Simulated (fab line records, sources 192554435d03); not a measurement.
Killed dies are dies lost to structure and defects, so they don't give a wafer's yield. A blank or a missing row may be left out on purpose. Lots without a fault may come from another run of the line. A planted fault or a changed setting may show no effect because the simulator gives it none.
Chamber matching | flow n5_finfet | N5_MOL_CONTACT_COAG_ETCH_67 on rie_diel-06: 4 sister chambers
The step etches SOC in N2/H2, target depth 60 nm, overetch 21 nm, time 101.2 s. 16 wafers are shown with their chamber, then 8 later ones without.

WAFERS WITH THEIR CHAMBER
wafer  | chamber | drypump_motor_current_A (A) | throttle_valve_pct (%) | showerhead_plenum_p_Torr (Torr)
L074.1 | 3       | 6.4                         | 18.1                   | 2.67
L074.4 | 3       | 6.5                         | 18.1                   | 2.67
L074.5 | 0       | 4.9                         | 18.3                   | 2.43
L080.3 | 2       | 6.2                         | 17.7                   | 2.50
L080.4 | 1       | 5.9                         | 17.6                   | 2.38
L080.5 | 2       | 6.2                         | 17.7                   | 2.50
L081.2 | 0       | 4.9                         | 18.3                   | 2.43
L081.3 | 2       | 6.2                         | 17.7                   | 2.49
L081.5 | 1       | 5.9                         | 17.6                   | 2.38
L089.1 | 2       | 6.2                         | 17.7                   | 2.49
L089.4 | 1       | 5.9                         | 17.2                   | 2.69
L089.5 | 2       | 6.2                         | 17.7                   | 2.49
L091.2 | 3       | 6.5                         | 18.2                   | 2.65
L091.3 | 2       | 6.2                         | 17.7                   | 2.48
L091.6 | 2       | 6.2                         | 17.7                   | 2.48
L092.1 | 3       | 6.5                         | 18.2                   | 2.65

SIGNATURES (means of the wafers above)
reading                  | chamber 0 | chamber 1 | chamber 2 | chamber 3 | scatter within a chamber
drypump_motor_current_A  | 4.900     | 5.900     | 6.200     | 6.475     | 0.025
throttle_valve_pct       | 18.300    | 17.467    | 17.700    | 18.150    | 0.0986
showerhead_plenum_p_Torr | 2.4300    | 2.4833    | 2.4900    | 2.6600    | 0.0735
Rule: a wafer's distance from a chamber is the root of the sum, over the readings, of the square of ((its reading less the chamber's mean) divided by the reading's scatter). The wafer belongs to the nearest chamber; if the next one is less than 2 further off, it can't be placed. The scatter: the root of (the sum of the squares of (reading less its chamber's mean) over the shown wafers, divided by (wafers less chambers)).

WAFERS WITHOUT THEIR CHAMBER
wafer  | drypump_motor_current_A (A) | throttle_valve_pct (%) | showerhead_plenum_p_Torr (Torr)
L092.2 | 4.9                         | 18.3                   | 2.41
L092.3 | 5.9                         | 17.2                   | 2.69
L094.1 | 6.4                         | 18.2                   | 2.65
L094.5 | 6.3                         | 17.7                   | 2.48
L094.6 | 5.9                         | 17.2                   | 2.69
L095.2 | 6.5                         | 18.2                   | 2.65
L095.3 | 5.9                         | 17.2                   | 2.69
L095.4 | 5.9                         | 17.2                   | 2.69

WHICH CHAMBER EACH WENT THROUGH
wafer  | from the rows above | in truth
L092.2 | 0                   | 0
L092.3 | 1                   | 1
L094.1 | 3                   | 3
L094.5 | 2                   | 2
L094.6 | 1                   | 1
L095.2 | 3                   | 3
L095.3 | 1                   | 1
L095.4 | 1                   | 1
Placed correctly: 8 of 8. Can't be placed from these rows: 0. Placed wrongly: 0.
